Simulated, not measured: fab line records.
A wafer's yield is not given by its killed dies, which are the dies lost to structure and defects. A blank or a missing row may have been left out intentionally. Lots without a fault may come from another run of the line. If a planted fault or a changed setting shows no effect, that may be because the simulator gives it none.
fab line records    flow nand-harc
record lots=14  wafers=42  last-day=33
route steps=1302 shown P_M2@349 A_BONDPAD@1228 THIN_TSV@1259 END@1302
lots with no fault: from the same line, run without faults
start-h: hours from the record's first day to the start of the lot's first wafer shown    wait-h: hours from the lot's prior step to this one    " unchanged from the row above    L1.1+2: a row that stands for several wafers    - no value present, or no start provided    * or withheld: withheld    < > ~ a bound
route shown NAME@n: names a module that has steps shown in the file, with the first one's number in the route    usual: mean and standard deviation over wafers with no fault    same: alike in all rows    chamber/n: place in a boat    sites: readings site by site    _std_site: standard deviation across them    _edge_site: inner sites' mean taken away from outer sites' mean    radius-mm: for every site, how far away it sits from the centre of the wafer    mask NAME#n: copy n    behind: tool/chamber where the wafer was last shaped    hold: the reason the lot was held/the length of the hold in hours/how it ended    device: transistor that didn't switch, given as n, p or np    end of line: tests of these same wafers at the route's end    a step given without rows: its recipe and nothing more    killed: not the wafer's yield, but the dies lost to structure and defects at the first sort    map: dies across one wafer; x = killed, . = not, _ = none there
set.NAME: the setting as run; set.NAME@STEP: as run at that earlier step    model.NAME: the simulator's own value behind a step, which no gauge read
a sample of lots followed through the steps of the route, with each step as a table and each wafer as a row
services: when a tool's chamber went out of use (start-h, in hours from the record's first day, below 0 if earlier), for how many hours, and the reason
## steps
# step NHARC_P_M2_PRE_CLEAN_32
# recipe time-s=12  temp-c=370  rf-power-w=300  gas=NH3
# usual heater-power-w=638/70
lot.wafer  tool      chamber  start-h  wait-h  heater-power-w
L690.2     pecvd-03  0        148.32   0.1     612
L690.3     "         2        "        "       597
L690.5     "         1        "        "       702
L689.2     pecvd-01  1        149.10   0.1     571
L689.4     "         0        "        "       711
L689.6     "         2        "        "       747
L691.3     pecvd-03  2        162.83   0.1     634
L691.1     "         0        "        "       662
L691.4     "         0        "        "       652
L695.3     pecvd-01  0        197.78   0.1     721
L695.1     "         1        "        "       542
L695.6     "         1        "        "       549
L694.1     pecvd-01  1        198.65   0.1     545
L694.2     "         2        "        "       760
L694.3     "         0        "        "       658
L696.2     pecvd-04  1        219.29   0.1     696
L696.4     "         1        "        "       687
L696.6     "         2        "        "       679
L697.2     pecvd-04  2        220.97   0.1     708
L697.5     "         2        "        "       720
L697.4     "         0        "        "       504
L698.1     pecvd-01  1        236.29   0.1     529
L698.3     "         0        "        "       747
L698.6     "         2        "        "       732
L699.1     pecvd-01  1        240.20   0.1     567
L699.2     "         2        "        "       731
L699.6     "         2        "        "       741
L702.3     pecvd-01  2        282.14   0.1     676
L702.1     "         0        "        "       662
L702.5     "         1        "        "       547
L701.3     pecvd-01  2        282.87   0.1     670
L701.5     "         1        "        "       558
L701.6     "         0        "        "       740
L706.3     pecvd-03  2        313.75   0.1     624
L706.1     "         0        "        "       683
L706.5     "         2        "        "       618
L710.2     pecvd-01  0        355.47   0.1     744
L710.5     "         2        "        "       636
L710.6     "         1        "        "       455
L711.3     pecvd-03  2        362.21   0.1     536
L711.6     "         2        "        "       548
L711.4     "         0        "        "       631
# step NHARC_A_BONDPAD_PVD_27
# recipe target-thk-a=300  chamber-pressure-pa=5  power-w=5000  substrate-temp-c=30  time-s=20.49  material=Cu
# usual cathode-dc-power-W=5000.0/0.88  throttle-valve-pct=29.4/1.5
lot.wafer  tool            chamber  start-h  wait-h  cathode-dc-power-W  throttle-valve-pct
L690.3     pvd-sputter-01  -        -        -       5000.5              30.6
L690.2     "               -        "        "       4999.2              28.6
L690.5     "               -        "        "       4999.6              30.5
L689.2     pvd-sputter-02  -        -        -       4999.2              30.5
L689.4     "               -        "        "       5000.0              28.0
L689.6     "               -        "        "       5000.2              30.4
L691.1     pvd-sputter-03  -        -        -       4999.2              27.5
L691.4     "               -        "        "       4999.9              30.1
L691.3     "               -        "        "       5001.1              31.5
L695.1     pvd-sputter-01  -        -        -       5000.6              29.9
L695.3     "               -        "        "       5001.1              28.9
L695.6     "               -        "        "       5002.1              26.8
L694.1     pvd-sputter-01  -        -        -       4999.1              26.6
L694.3     "               -        "        "       5001.0              29.1
L694.2     "               -        "        "       5002.2              29.8
L696.2     pvd-sputter-03  -        -        -       5000.5              27.5
L696.4     "               -        "        "       5001.1              30.5
L696.6     "               -        "        "       5001.0              27.7
L697.4     pvd-sputter-01  -        -        -       4997.8              29.1
L697.2     "               -        "        "       4999.9              29.0
L697.5     "               -        "        "       4999.2              26.6
L699.1     pvd-sputter-02  -        -        -       5000.7              29.3
L699.2     "               -        "        "       4999.8              30.9
L699.6     "               -        "        "       4999.6              28.2
L698.1     pvd-sputter-01  -        -        -       5000.1              26.8
L698.3     "               -        "        "       5000.5              28.9
L698.6     "               -        "        "       4999.6              26.9
L702.1     pvd-sputter-02  -        -        -       4997.9              29.9
L702.3     "               -        "        "       4999.0              31.2
L702.5     "               -        "        "       4999.6              29.8
L701.3     pvd-sputter-03  -        -        -       4999.4              31.4
L701.6     "               -        "        "       5001.6              31.4
L701.5     "               -        "        "       4999.0              31.3
L706.3     pvd-sputter-01  -        -        -       5000.5              29.1
L706.1     "               -        "        "       5002.1              26.7
L706.5     "               -        "        "       5000.5              29.0
L710.2     pvd-sputter-02  -        -        -       4998.6              29.5
L710.6     "               -        "        "       5000.3              31.4
L710.5     "               -        "        "       4999.9              28.2
L711.3     pvd-sputter-01  -        -        -       4999.5              29.5
L711.4     "               -        "        "       5000.7              29.2
L711.6     "               -        "        "       4999.4              27.0
# step NHARC_THIN_TSV_CD_MEAS_12
# recipe target-cd-nm=1000  landing-energy-ev=500
# usual cd-nm=1000.2/2.4
lot.wafer  tool       chamber  start-h  wait-h  cd-nm
L690.2     cd-sem-03  0        547.96   -       999.4
L690.3     "          0        "        "       998.9
L690.5     "          0        "        "       1001.0
L689.2     cd-sem-02  0        560.46   -       995.1
L689.4     "          0        "        "       995.3
L689.6     "          0        "        "       1000.1
L691.1     cd-sem-02  0        571.03   -       999.3
L691.3     "          0        "        "       996.9
L691.4     "          0        "        "       997.4
L695.1     cd-sem-02  0        616.20   -       1002.8
L695.3     "          0        "        "       1003.9
L695.6     "          0        "        "       1000.0
L694.1     cd-sem-02  0        625.64   -       1002.7
L694.2     "          0        "        "       999.3
L694.3     "          0        "        "       1000.9
L696.2     cd-sem-03  0        632.83   -       998.9
L696.4     "          0        "        "       1000.4
L696.6     "          0        "        "       998.2
L697.2     cd-sem-01  0        637.23   -       999.7
L697.4     "          0        "        "       1000.1
L697.5     "          0        "        "       1000.3
L699.1     cd-sem-02  0        649.23   -       999.2
L699.2     "          0        "        "       1001.5
L699.6     "          0        "        "       1001.0
L698.1     cd-sem-01  0        655.32   -       1001.2
L698.3     "          0        "        "       1000.6
L698.6     "          0        "        "       1001.7
L702.1     cd-sem-03  0        690.89   -       1000.4
L702.3     "          0        "        "       1002.7
L702.5     "          0        "        "       1002.4
L701.3     cd-sem-01  0        697.40   -       1001.4
L701.5     "          0        "        "       1001.4
L701.6     "          0        "        "       1003.1
L706.1     cd-sem-01  0        715.62   -       995.4
L706.3     "          0        "        "       996.1
L706.5     "          0        "        "       996.5
L710.2     cd-sem-01  0        761.71   -       996.3
L710.5     "          0        "        "       999.6
L710.6     "          0        "        "       996.5
L711.3     cd-sem-02  0        763.16   -       1000.5
L711.4     "          0        "        "       999.4
L711.6     "          0        "        "       1000.0
# step NHARC_END_SORT_01
# recipe temp-c=25
# usual defect-limited-yield=91.2/1.8  killed-at-array=55/12  killed-at-other=1.0/1.2  killed-at-periphery=3.9/2.6  killed-dies=60/12  killed-open=3.3/1.9  killed-short=2.5/1.8
# same gross-dies=677
lot.wafer  tool       chamber  start-h  wait-h  defect-limited-yield[%]  killed-at-array  killed-at-other  killed-at-periphery  killed-dies  killed-open  killed-short
L702.1     prober-01  0        705.69   2.5     79.0                     36               0                106                  142          5            2
L702.3     prober-01  0        707.30   3.1     87.6                     45               0                39                   84           4            4
L702.5     prober-01  0        708.90   3.7     82.3                     20               0                100                  120          4            2
L701.3     prober-02  0        716.10   3.1     84.3                     58               1                47                   106          4            2
L701.5     prober-02  0        717.71   3.7     79.8                     36               0                101                  137          4            1
L701.6     prober-02  0        718.51   4.0     76.8                     52               2                103                  157          2            1
# killed by level:class
L702.1 P_M2:unspecified=101 A_CHANNEL_HOLE_D2:chamber-film-flake=17 A_CHANNEL_HOLE_D1:chamber-film-flake=6 A_SLIT:chamber-film-flake=3 P_GATE:geometric-particle:open=2 A_ZERO_WELL:chamber-film-flake=2 A_CONTACT:chamber-film-flake=2 A_SOURCE_PLATE:geometric-particle:open=1
L702.3 P_M2:unspecified=38 A_CHANNEL_HOLE_D2:chamber-film-flake=24 A_CHANNEL_HOLE_D1:chamber-film-flake=4 A_SLIT:chamber-film-flake=3 A_SGD_CUT:chamber-film-flake=2 A_CONTACT:chamber-film-flake=2 A_ONON_D1:geometric-particle:short=1 A_CHANNEL_HOLE_D1:geometric-particle:short=1
L702.5 P_M2:unspecified=97 A_CONTACT:chamber-film-flake=5 A_SLIT:chamber-film-flake=4 A_CHANNEL_HOLE_D2:chamber-film-flake=2 A_CHANNEL_HOLE_D1:chamber-film-flake=2 A_CHANNEL_FILL_D2:chamber-film-flake=2 P_STI:geometric-particle:short=1 P_M2:geometric-particle:open=1
L701.3 P_M2:unspecified=45 A_CHANNEL_HOLE_D1:chamber-film-flake=28 A_CHANNEL_HOLE_D2:chamber-film-flake=20 A_CHANNEL_HOLE_D2:geometric-particle:open=2 A_CHANNEL_FILL_D2:chamber-film-flake=2 A_SLIT:chamber-film-flake=2 P_M0:geometric-particle:open=1 A_CHANNEL_FILL_D1:geometric-particle:short=1
L701.5 P_M2:unspecified=100 A_CHANNEL_HOLE_D1:chamber-film-flake=24 A_CHANNEL_HOLE_D2:chamber-film-flake=6 A_SLIT:chamber-film-flake=2 P_M0:geometric-particle:open=1 A_ONON_D2:geometric-particle:short=1 A_CHANNEL_HOLE_D2:geometric-particle:open=1 A_BLC:geometric-particle:open=1
L701.6 P_M2:unspecified=102 A_CHANNEL_HOLE_D1:chamber-film-flake=30 A_CHANNEL_HOLE_D2:chamber-film-flake=18 A_SLIT:chamber-film-flake=2 P_CONTACT:geometric-particle:open=1 STARTING-WAFER:geometric-particle:open=1 STARTING-WAFER:geometric-particle:short=1 A_WL_FILL:chamber-film-flake=1
## services
tool            chamber  start-h  hours  kind
pecvd-01        -        130.00   13.0   pm
pecvd-03        -        185.06   13.0   pm
pvd-sputter-01  -        226.00   10.0   pm
pecvd-03        0        258.49   15.4   repair
pvd-sputter-02  -        260.43   9.8    repair
pvd-sputter-02  -        286.08   10.0   pm
pecvd-01        -        311.00   13.0   pm
pvd-sputter-02  -        342.96   7.3    repair
pecvd-03        -        366.06   13.0   pm
pvd-sputter-01  -        404.00   10.0   pm
pvd-sputter-01  -        421.48   0.7    repair
pvd-sputter-02  -        422.51   16.5   repair
pecvd-01        -        424.07   3.4    repair
pvd-sputter-01  -        457.17   22.1   repair
pvd-sputter-02  -        464.08   10.0   pm
pecvd-01        -        492.00   13.0   pm
pecvd-03        -        547.06   13.0   pm
pvd-sputter-01  -        562.35   10.5   repair
pvd-sputter-01  -        582.00   10.0   pm
pvd-sputter-01  -        668.13   1.3    repair
pecvd-01        -        673.00   13.0   pm
pvd-sputter-01  -        715.25   15.0   repair
pecvd-01        1        722.09   6.0    repair
pecvd-01        0        743.17   21.1   repair
## key
first-sign step=NHARC_END_SORT_01  reading=killed-at-periphery  direction=up  sigmas=30  usual=3.9  struck=82.7
effect step=NHARC_END_SORT_01  reading=defect-limited-yield  direction=down  sigmas=5.4  usual=91.2  struck=81.6
more-kills-born-at NHARC_P_M2_PRE_CLEAN_32@pecvd-01=483
met-at NHARC_P_M2_PRE_CLEAN_32
struck-lots L701,L702
not-acting-at NHARC_A_BONDPAD_PVD_27,NHARC_THIN_TSV_CD_MEAS_12
onset-between 240.20 282.14
fault kind=chamber-particle-source  tool=pecvd-01  chamber=-  onset-h=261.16  steps=NHARC_P_M2_PRE_CLEAN_32  rate-per-visit-cm2=1.507  end-h=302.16
